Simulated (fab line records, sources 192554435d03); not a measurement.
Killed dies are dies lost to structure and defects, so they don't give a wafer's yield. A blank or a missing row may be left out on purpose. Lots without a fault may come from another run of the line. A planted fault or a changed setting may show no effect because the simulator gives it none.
Problem report in the 8D (eight disciplines) form, filled by code | flow n5_finfet | the parts of the form that need people (team, actions taken, sign-off) are left out

1. THE PROBLEM
run_length_s at N5_PASSIVATION_PECVD_53 reads a mean of 278.6 s on 2 wafers of 1 lot; wafers without a fault read 197.5 s with a standard deviation of 0.6. That is +99 or more standard deviations from the usual mean.
The step: deposits SiO2 from TEOS/O2, target thk 800 nm, time 169.4 s.
First seen on wafer L845.1, day 16 18:18, on pecvd-02. The record holds 26 wafers of 9 lots with a number at this step. Rule for "out", or "out of limits": more than 4 standard deviations from the usual mean. The other wafers with a number count as sound.

2. WHAT IT IS AND WHAT IT IS NOT
question                    | is                | is not
which readings at this step | run_length_s      | -
which lots                  | L845              | L829, L830, L831, L836, L837, L847, L849, L850
which wafers of those lots  | L845.1, L845.2    | L845.6
read on which tools         | pecvd-02          | pecvd-01, pecvd-03
when                        | from day 16 18:18 | up to then (16 sound wafers); but 8 sound wafers of L847, L849, L850 came after

3. SUSPECTS, AND WHAT RULES EACH OUT
Counting: a tool at a process step up to the reading stays a suspect if it ran every lot that is out. Sound lots after the first of them don't rule it out here, since some wafers of a struck lot are sound.
- rie_diel-06 at N5_PASSIVATION_STRIP_14 (strips in O2): kept. It ran the lot that is out, L845 (day 16 15:20); its last sound lot up to then is L836 (day 14 04:37).
- rie_diel-06 at N5_PASSIVATION_ETCH_15 (etches SiCN in CF4/N2, target depth 75 nm, time 81.2 s): kept. It ran the lot that is out, L845 (day 16 17:10); its last sound lot up to then is L836 (day 14 05:59). N5_PASSIVATION_ETCH_15 gives no start for some lots, so the hours and the order of its lots are those of N5_PASSIVATION_AL_ETCH_33.
- rie_metal-02 at N5_PASSIVATION_AL_ETCH_33 (etches Al in Cl2/BCl3, stops on TaN, target depth 2800 nm, time 466.7 s): kept. It ran the lot that is out, L845 (day 16 17:10); its last sound lot up to then is L837 (day 14 11:26).
- pecvd-02 at N5_PASSIVATION_PECVD_53 (deposits SiO2 from TEOS/O2, target thk 800 nm, time 169.4 s): kept. It ran the lot that is out, L845 (day 16 18:18); its last sound lot up to then is L837 (day 14 12:28). Its own readings are out on those wafers: run_length_s.
- Within pecvd-02 at N5_PASSIVATION_PECVD_53: the wafers that are out ran in chambers 1, 2; their sound lot-mates ran in chamber 0.
Left after counting: rie_diel-06 at N5_PASSIVATION_STRIP_14, rie_diel-06 at N5_PASSIVATION_ETCH_15, rie_metal-02 at N5_PASSIVATION_AL_ETCH_33, pecvd-02 at N5_PASSIVATION_PECVD_53.

4. THE CAUSE (what the simulator had put in)
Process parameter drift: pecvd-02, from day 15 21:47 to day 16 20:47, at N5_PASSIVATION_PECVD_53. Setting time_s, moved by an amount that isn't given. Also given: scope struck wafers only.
Counting left 4 suspects, and this tool is among them.

5. THE CHAIN OF EFFECTS, in route order
Each row: a reading whose mean over the struck wafers that have a number lies more than 3 standard deviations from the usual. Only readings for which the record gives a usual standard deviation are gone through. hours: the time from each lot's start at the first step in this table that gives one to its start at this step, as a median over the lots. sigmas: the change in usual standard deviations.
hours | step                    | reading              | usual   | on struck wafers | change  | sigmas
0     | N5_PASSIVATION_PECVD_53 | run_length_s         | 197.5 s | 278.6            | +81.1   | +99 or more
4     | N5_PASSIVATION_PROBE_49 | defect_limited_yield | 91.5 %  | 0.0              | -91.5   | -65
4     | N5_PASSIVATION_PROBE_49 | killed_at_other      | 3.3     | 1058.5           | +1055.2 | +99 or more
4     | N5_PASSIVATION_PROBE_49 | killed_dies          | 100     | 1180             | +1080   | +64
4     | N5_PASSIVATION_PROBE_49 | killed_on_rim        | 14      | 152              | +138    | +34
4     | N5_PASSIVATION_PROBE_49 | sort_bin_5_function  | 4.9 %   | 95.8             | +90.8   | +99 or more
4     | N5_PASSIVATION_PROBE_49 | sort_n_pass          | 1080    | 0                | -1080   | -64
4     | N5_PASSIVATION_PROBE_49 | sort_yield_pct       | 91.5 %  | 0.0              | -91.5   | -65
The process steps in it:
- N5_PASSIVATION_PECVD_53: deposits SiO2 from TEOS/O2, target thk 800 nm, time 169.4 s.
- N5_PASSIVATION_PROBE_49

6. WHAT WOULD HAVE CAUGHT IT SOONER
In this record the first reading out of limits was taken at day 16 18:18, 21 hours after the fault began at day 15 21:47.
